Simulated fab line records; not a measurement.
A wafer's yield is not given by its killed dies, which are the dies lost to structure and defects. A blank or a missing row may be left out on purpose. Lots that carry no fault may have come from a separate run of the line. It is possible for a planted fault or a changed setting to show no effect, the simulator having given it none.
fab line records	flow n5Finfet	part 2 of 2: steps 16 to 16 of 16
[record] lots = 6	wafers = 18	lastDay = 19
route steps=1938 shown HKMG_FIN@395 BEOL_M4@1111 PASSIVATION@1936
lots that met no fault: from a run of the same line without faults
startH: start of the lot's first displayed wafer, in hours after the record's first day	waitH: time in hours since the lot's previous step	" as in the row above	L1.1+2: a row that stands for several wafers	- no value, or no start given	* or withheld: withheld	< > ~ a bound
route shown NAME@n: names a module that has steps shown in the file, with the first one's number in the route	usual: average and standard deviation across the fault-free wafers	same: alike in all rows	chamber/n: place in a boat	sites: each site's reading	_std_site: the standard deviation of these	_edge_site: mean of outer sites minus mean of inner sites	radiusMm: how far each site lies from the wafer's centre	mask NAME#n: copy n	behind: the most recent tool/chamber to have shaped the wafer	hold: why the lot was held/for how many hours/how that ended	device: the transistor (n, p or np) that didn't switch	end of line: the route-end tests of the same wafers	a step without rows: its recipe alone	killed: count of dies lost to structure and defects at first sort (not the wafer's yield)	map: per-die view of a wafer (x killed, . not killed, _ where there is no die)
set.NAME: the setting as run; set.NAME@STEP: as run at that earlier step	model.NAME: the simulator's own value behind a step, which no gauge read
certain route steps with their lots: each step a table, each wafer a row
services: when a tool's chamber went out of use (startH, in hours from the record's first day, below 0 if earlier), for how many hours, and the reason
[[steps]]
[step N5_PASSIVATION_PROBE_49]
[usual] defectLimitedYield = 91.0/1.6	killed_at_M0_to_M3 = 35/11	killed_at_M4_up = 14/5.3	killedAtContacts = 13/6.7	killedAtFrontEnd = 41/12	killedAtOther = 3.9/2.7	killedDies = 106/19	killedOpen = 70/14	killedShort = 35/8.8	sort_bin_4_leakage = 0.01/0.058	sort_bin_5_function = 5.3/1	sort_bin_6_memory = 3.3/0.81	sort_bin_8_speed = 0.00/0.0072	sortNPass = 1073/19	sortYieldPct = 91.0/1.6
[same] grossDies = 1180	killedAtBackSide = 0
lot.wafer	tool	chamber	startH	waitH	defectLimitedYield[%]	killed_at_M0_to_M3	killed_at_M4_up	killedAtContacts	killedAtFrontEnd	killedAtOther	killedDies	killedOpen	killedShort	sort_bin_4_leakage[%]	sort_bin_5_function[%]	sort_bin_6_memory[%]	sort_bin_8_speed[%]	sortNPass	sortYieldPct[%]
L128.2	prober-01	-	308.11	1.0	87.3	56	12	25	52	5	150	106	44	0	7.7	4.7	0	1030	87.3
L128.3	prober-01	-	308.16	1.1	89.8	26	11	28	49	6	120	78	41	0	5.7	4.3	0	1060	89.8
L128.4	prober-01	-	308.21	1.1	86.4	70	16	26	45	3	160	107	53	0	6.8	6.2	0	1020	86.4
L134.1	prober-01	-	335.31	0.0	92.5	26	17	3	38	4	88	67	20	0	4.2	3.2	0	1092	92.5
L134.2	prober-01	-	335.36	0.1	91.4	35	18	5	39	5	102	68	34	0	5.1	3.2	0	1078	91.4
L134.4	prober-01	-	335.46	0.2	89.5	38	16	21	45	4	124	75	48	0	5.6	4.5	0	1056	89.5
L138.4	prober-02	-	358.52	0.2	90.9	31	23	16	34	3	107	67	40	0	5.8	3.0	0	1073	90.9
L138.5	prober-02	-	358.57	0.2	89.9	30	17	16	55	1	119	82	37	0	5.2	4.5	0	1061	89.9
L138.6	prober-02	-	358.62	0.3	91.2	38	13	11	41	1	104	66	38	0	5.3	3.1	0	1076	91.2
L139.2	prober-02	-	370.69	0.1	91.5	32	12	11	40	5	100	64	36	0	4.7	3.4	0	1080	91.5
L139.3	prober-02	-	370.74	0.1	91.6	40	2	6	44	7	99	55	44	0	4.7	3.2	0	1081	91.6
L139.5	prober-02	-	370.84	0.2	92.5	20	12	10	45	1	88	55	33	0	4.4	2.9	0	1092	92.5
L137.1	prober-01	-	373.52	0.0	89.2	42	12	1	61	11	127	79	48	0.08	6.4	4.2	0	1052	89.2
L137.2	prober-01	-	373.57	0.1	93.1	29	13	4	31	4	81	56	25	0	4.0	2.5	0	1099	93.1
L137.5	prober-01	-	373.72	0.2	93.6	18	13	5	35	4	75	46	28	0	3.8	2.3	0.08	1105	93.6
L147.2	prober-01	-	450.06	0.1	88.1	43	16	23	57	1	140	96	42	0	6.7	4.7	0	1040	88.1
L147.4	prober-01	-	450.16	0.2	92.5	25	4	16	42	1	88	54	34	0	4.7	2.5	0	1092	92.5
L147.5	prober-01	-	450.21	0.2	89.8	42	13	7	54	4	120	73	45	0	6.3	3.1	0	1060	89.8
// killed by level:class
L128.2 MOL_CONTACT_COAG:geometricParticle:open=22 BEOL_M0_SAQP:geometricParticle:open=15 BEOL_M1:geometricParticle:open=13 FIN_SAQP:geometricParticle:open=11 BEOL_M0_SAQP:geometricParticle:short=11 FIN_SAQP:geometricParticle:short=8 BEOL_M3:geometricParticle:open=7 DUMMY_GATE:geometricParticle:open=6
L128.3 MOL_CONTACT_COAG:geometricParticle:open=23 FIN_SAQP:geometricParticle:open=14 BEOL_M0_SAQP:geometricParticle:short=11 FIN_SAQP:geometricParticle:short=7 BEOL_M0_SAQP:geometricParticle:open=7 GATE_CUT:geometricParticle:short=6 STI_FIN_REVEAL:geometricParticle:open=5 MOL_CONTACT_COAG:geometricParticle:short=5
L128.4 BEOL_M0_SAQP:geometricParticle:short=22 MOL_CONTACT_COAG:geometricParticle:open=20 FIN_SAQP:geometricParticle:open=16 BEOL_M0_SAQP:geometricParticle:open=15 BEOL_M1:geometricParticle:open=14 FIN_SAQP:geometricParticle:short=11 BEOL_M3:geometricParticle:open=8 MOL_CONTACT_COAG:geometricParticle:short=6
L134.1 STI_FIN_REVEAL:geometricParticle:open=14 BEOL_M4:geometricParticle:open=10 FIN_SAQP:geometricParticle:open=8 BEOL_M3:geometricParticle:open=8 BEOL_M1:geometricParticle:open=7 FIN_SAQP:geometricParticle:short=4 MOL_CONTACT_COAG:geometricParticle:open=3 BEOL_M0_SAQP:geometricParticle:open=3
L134.2 BEOL_M4:geometricParticle:open=12 BEOL_M0_SAQP:geometricParticle:open=11 FIN_SAQP:geometricParticle:short=10 BEOL_M0_SAQP:geometricParticle:short=10 FIN_SAQP:geometricParticle:open=9 BEOL_M0:geometricParticle:open=6 STI_FIN_REVEAL:geometricParticle:open=5 DUMMY_GATE:geometricParticle:open=5
L134.4 STI_FIN_REVEAL:geometricParticle:open=16 MOL_CONTACT_COAG:geometricParticle:open=14 BEOL_M0_SAQP:geometricParticle:short=14 FIN_SAQP:geometricParticle:short=9 MOL_CONTACT_COAG:geometricParticle:short=7 DUMMY_GATE:geometricParticle:open=6 BEOL_M0_SAQP:geometricParticle:open=6 BEOL_M4:geometricParticle:open=6
L138.4 FIN_SAQP:geometricParticle:short=11 BEOL_M4:geometricParticle:open=11 MOL_CONTACT_COAG:geometricParticle:open=10 BEOL_M0_SAQP:geometricParticle:open=9 FIN_SAQP:geometricParticle:open=7 BEOL_M0:geometricParticle:open=7 MOL_CONTACT_COAG:geometricParticle:short=6 BEOL_M4:geometricParticle:short=6
L138.5 FIN_SAQP:geometricParticle:open=19 FIN_SAQP:geometricParticle:short=13 MOL_CONTACT_COAG:geometricParticle:open=13 STI_FIN_REVEAL:geometricParticle:open=10 BEOL_M0_SAQP:geometricParticle:short=9 BEOL_M4:geometricParticle:open=8 BEOL_M3:geometricParticle:open=6 BEOL_M1:geometricParticle:open=4
L138.6 FIN_SAQP:geometricParticle:open=11 BEOL_M4:geometricParticle:open=9 MOL_CONTACT_COAG:geometricParticle:open=9 BEOL_M3:geometricParticle:open=9 FIN_SAQP:geometricParticle:short=8 BEOL_M0_SAQP:geometricParticle:open=7 BEOL_M0_SAQP:geometricParticle:short=7 GATE_CUT:geometricParticle:short=6
L139.2 BEOL_M3:geometricParticle:open=14 FIN_SAQP:geometricParticle:short=13 MOL_CONTACT_COAG:geometricParticle:open=11 STI_FIN_REVEAL:geometricParticle:open=6 BEOL_M0_SAQP:geometricParticle:short=6 BEOL_M1:geometricParticle:open=6 FIN_SAQP:geometricParticle:open=5 BEOL_M4:geometricParticle:open=5
L139.3 BEOL_M0_SAQP:geometricParticle:short=15 BEOL_M0_SAQP:geometricParticle:open=11 FIN_SAQP:geometricParticle:open=7 STI_FIN_REVEAL:geometricParticle:open=7 GATE_CUT:geometricParticle:open=6 FIN_SAQP:geometricParticle:short=5 GATE_CUT:geometricParticle:short=5 BEOL_M2:geometricParticle:open=5
L139.5 STI_FIN_REVEAL:geometricParticle:open=14 MOL_CONTACT_COAG:geometricParticle:open=9 FIN_SAQP:geometricParticle:short=7 STI_FIN_REVEAL:geometricParticle:short=7 BEOL_M8:geometricParticle:open=6 GATE_CUT:geometricParticle:short=5 BEOL_M1:geometricParticle:open=5 FIN_SAQP:geometricParticle:open=4
L137.1 STI_FIN_REVEAL:geometricParticle:open=18 FIN_SAQP:geometricParticle:open=12 BEOL_M0_SAQP:geometricParticle:short=10 FIN_SAQP:geometricParticle:short=9 BEOL_M1:geometricParticle:open=9 STI_FIN_REVEAL:geometricParticle:short=8 BEOL_M0_SAQP:geometricParticle:open=7 BEOL_M1:geometricParticle:short=5
L137.2 BEOL_M3:geometricParticle:open=9 BEOL_M1:geometricParticle:open=7 FIN_SAQP:geometricParticle:open=5 BEOL_M0_SAQP:geometricParticle:open=5 STI_FIN_REVEAL:geometricParticle:open=4 DUMMY_GATE:geometricParticle:open=4 BEOL_M4:geometricParticle:open=4 FIN_SAQP:geometricParticle:short=3
L137.5 FIN_SAQP:geometricParticle:short=8 STI_FIN_REVEAL:geometricParticle:open=7 BEOL_M2:geometricParticle:open=7 BEOL_M4:geometricParticle:open=5 MOL_CONTACT_COAG:geometricParticle:open=4 FIN_SAQP:geometricParticle:open=3 DUMMY_GATE:geometricParticle:open=3 ILD0:geometricParticle:short=3
L147.2 STI_FIN_REVEAL:geometricParticle:open=23 MOL_CONTACT_COAG:geometricParticle:open=18 BEOL_M0_SAQP:geometricParticle:short=14 BEOL_M0_SAQP:geometricParticle:open=12 STARTING-WAFER:geometricParticle:open=8 BEOL_M4:geometricParticle:open=7 BEOL_M2:geometricParticle:open=7 FIN_SAQP:geometricParticle:open=5
L147.4 MOL_CONTACT_COAG:geometricParticle:open=14 STI_FIN_REVEAL:geometricParticle:open=9 FIN_SAQP:geometricParticle:open=7 FIN_SAQP:geometricParticle:short=7 BEOL_M0_SAQP:geometricParticle:short=7 BEOL_M0_SAQP:geometricParticle:open=5 BEOL_M1:geometricParticle:short=4 DUMMY_GATE:geometricParticle:open=4
L147.5 STI_FIN_REVEAL:geometricParticle:open=16 BEOL_M0_SAQP:geometricParticle:short=13 BEOL_M0_SAQP:geometricParticle:open=13 FIN_SAQP:geometricParticle:short=10 GATE_CUT:geometricParticle:short=8 BEOL_M2:geometricParticle:open=7 MOL_CONTACT_COAG:geometricParticle:open=6 FIN_SAQP:geometricParticle:open=5
[[services]]
tool	chamber	startH	hours	kind
rieDiel-04	1	72.66	7.5	repair
rieDiel-05	2	89.97	4.8	repair
rieDiel-05	2	95.16	-	clean
rieDiel-05	2	95.16	-	consumableReplace:focusRing
rieDiel-05	2	95.16	-	consumableReplace:showerhead
rieDiel-05	2	95.16	32.9	scheduledDown
rieDiel-05	2	95.16	32.9	ventCycle
rieDiel-04	1	106.99	5.1	repair
rieDiel-05	0	147.50	7.9	repair
rieDiel-04	2	158.73	9.8	repair
rieDiel-05	1	182.10	-	clean
rieDiel-05	1	182.10	-	consumableReplace:focusRing
rieDiel-05	1	182.10	14.4	scheduledDown
rieDiel-05	1	182.10	14.4	ventCycle
rieDiel-05	2	186.93	18.4	repair
rieDiel-06	1	194.90	14.0	repair
rieDiel-06	2	211.29	-	clean
rieDiel-06	2	211.29	-	consumableReplace:focusRing
rieDiel-06	2	211.29	18.5	scheduledDown
rieDiel-06	2	211.29	18.5	ventCycle
